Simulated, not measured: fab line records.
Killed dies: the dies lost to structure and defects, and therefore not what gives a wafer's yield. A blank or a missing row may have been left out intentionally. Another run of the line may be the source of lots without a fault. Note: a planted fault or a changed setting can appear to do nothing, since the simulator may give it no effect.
Problem report in the 8D (eight disciplines) form, filled by code | flow nand harc | the parts of the form that need people (team, actions taken, sign-off) are left out

1. PROBLEM STATEMENT
At NHARC_A_BONDPAD_THK_MEAS_20, thk nm averages 121.0 nm over 3 wafers from 2 lots, while fault-free wafers read 170.0 nm, standard deviation 1.6. That is -31 standard deviations from the usual mean.
The step: measures by xrf.
First seen on wafer L873.2, day 27 04:34, on film metro-02. The record holds 37 wafers of 13 lots with a number at this step. The rule behind "out" and "out of limits": a value lying over 4 standard deviations away from the usual mean. The other wafers with a number count as sound.

2. WHAT IT IS AND WHAT IT IS NOT
question                    | is                     | is not
which readings at this step | thk nm                 | -
which lots                  | L873, L874             | L866, L875, L876, L879, L880, L881, L882, L883, L884, L885, L886
which wafers of those lots  | L873.2, L873.3, L874.6 | L873.1
read on which gauges        | film metro-02          | film metro-01
when                        | from day 27 04:34      | up to then (4 sound wafers); but 30 sound wafers of L875, L876, L879, L880, L881, L882, L883, L884, L885, L886 came after

3. SUSPECTS, AND WHAT RULES EACH OUT
Counting: any tool at a process step up to the reading remains a suspect provided it ran every lot that is out. Sound lots after the first of them don't rule it out here, since some wafers of a struck lot are sound.
- the gauge at NHARC_A_BONDPAD_THK_MEAS_20: ruled out. All the wafers that are out were read on film metro-02, but those of them that NHARC_END_SORT_01 has rows for are out there too, on other tools.
- ecd cu-01 at NHARC_A_BONDPAD_ECD_18 (material Cu, target thk 400 nm): kept. It processed each lot that is out (first: L873, day 27 03:32); up to then, its last sound lot is L866 (day 24 13:07).
Remaining after the count: ecd cu-01 at NHARC_A_BONDPAD_ECD_18.

4. THE CAUSE (what the simulator had put in)
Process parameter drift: ecd cu-01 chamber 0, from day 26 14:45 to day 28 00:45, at NHARC_A_BONDPAD_ECD_18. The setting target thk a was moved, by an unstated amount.
Only this tool survived the counting.

5. THE CHAIN OF EFFECTS, in route order
One row per reading whose mean, taken over the struck wafers that have a number, lies over 3 standard deviations from the usual. Only readings whose record carries a usual standard deviation are examined. hours: median over the lots of the time between each lot's start at the first step of this table that gives one and its start at this step. sigmas: the change, counted in usual standard deviations.
hours | step                        | reading              | usual    | on struck wafers | change | sigmas
0     | NHARC_A_BONDPAD_THK_MEAS_20 | thk nm               | 170.0 nm | 121.0            | -49.0  | -31
39    | NHARC_END_SORT_01           | defect limited yield | 91.2 %   | 0.0              | -91.2  | -35
39    | NHARC_END_SORT_01           | killed at array      | 55       | 670              | +615   | +36
39    | NHARC_END_SORT_01           | killed dies          | 59       | 677              | +618   | +34
39    | NHARC_END_SORT_01           | sort_bin_2_pct       | 3.1 %    | 95.2             | +92.1  | +77
39    | NHARC_END_SORT_01           | sort n pass          | 618      | 0                | -618   | -34
39    | NHARC_END_SORT_01           | sort rim yield pct   | 93 %     | 0                | -93    | -25
39    | NHARC_END_SORT_01           | sort yield pct       | 91.2 %   | 0.0              | -91.2  | -35

6. HOW IT WOULD HAVE BEEN CAUGHT EARLIER
14 hours passed between the start of the fault at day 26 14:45 and the first reading out of limits at a measuring or inspecting step in this record, taken at day 27 04:34.
L874, from the lots that are out (2), started NHARC_A_BONDPAD_ECD_18 on ecd cu-01 later than day 27 04:34. A tool hold placed at that time would have kept it from harm.
